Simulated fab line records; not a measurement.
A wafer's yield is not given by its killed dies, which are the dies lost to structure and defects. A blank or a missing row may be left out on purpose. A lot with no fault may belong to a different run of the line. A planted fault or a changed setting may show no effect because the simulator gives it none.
Chamber matching + flow n5_finfet + ald_metal-02 running N5_BEOL_M2_ALD_84: 4 sister chambers
The step deposits TaN, pulse time 2 s, purge time 3 s, co reactant purge time 2 s. 14 wafers are shown with their chamber, then 7 later ones without.

## WAFERS PAIRED WITH THEIR CHAMBERS
| wafer  | chamber | heater_power_w (W) |
|--------|---------|--------------------|
| L372.2 | 0       | 403                |
| L372.3 | 1       | 413                |
| L372.6 | 2       | 376                |
| L374.1 | 2       | 385                |
| L374.4 | 0       | 399                |
| L374.5 | 2       | 372                |
| L375.3 | 0       | 400                |
| L375.5 | 0       | 415                |
| L375.6 | 1       | 414                |
| L389.3 | 0       | 402                |
| L389.4 | 3       | 364                |
| L389.6 | 1       | 430                |
| L391.1 | 0       | 407                |
| L391.2 | 1       | 411                |

SIGNATURES (means of the wafers above)
| reading        | chamber 0 | chamber 1 | chamber 2 | chamber 3 | scatter within a chamber |
|----------------|-----------|-----------|-----------|-----------|--------------------------|
| heater_power_w | 404.33    | 417.00    | 377.67    | 364.00    | 7.03                     |
Rule: a wafer's distance from a chamber is the root of the sum, over the readings, of the square of ((its reading less the chamber's mean) divided by the reading's scatter). If the next closest chamber is less than 2 further off than the closest, the wafer can't be placed; otherwise it belongs to the closest. The scatter: the root of (the sum of the squares of (reading less its chamber's mean) over the shown wafers, divided by (wafers less chambers)).

## WAFERS WHOSE CHAMBER IS MISSING
| wafer  | heater_power_w (W) |
|--------|--------------------|
| L391.4 | 412                |
| L392.1 | 372                |
| L392.2 | 414                |
| L392.3 | 406                |
| L395.1 | 405                |
| L395.5 | 373                |
| L395.6 | 408                |

## CHAMBER TAKEN BY EACH
| wafer  | from the rows above     | in truth |
|--------|-------------------------|----------|
| L391.4 | can't be placed: 1 or 0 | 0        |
| L392.1 | can't be placed: 2 or 3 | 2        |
| L392.2 | can't be placed: 1 or 0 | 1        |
| L392.3 | can't be placed: 0 or 1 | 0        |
| L395.1 | can't be placed: 0 or 1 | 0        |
| L395.5 | can't be placed: 2 or 3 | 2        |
| L395.6 | can't be placed: 0 or 1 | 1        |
Correct placement for 0 of the 7. From these rows, 7 cannot be placed; in 7 the true chamber is one of the candidates. Placed wrongly: 0.
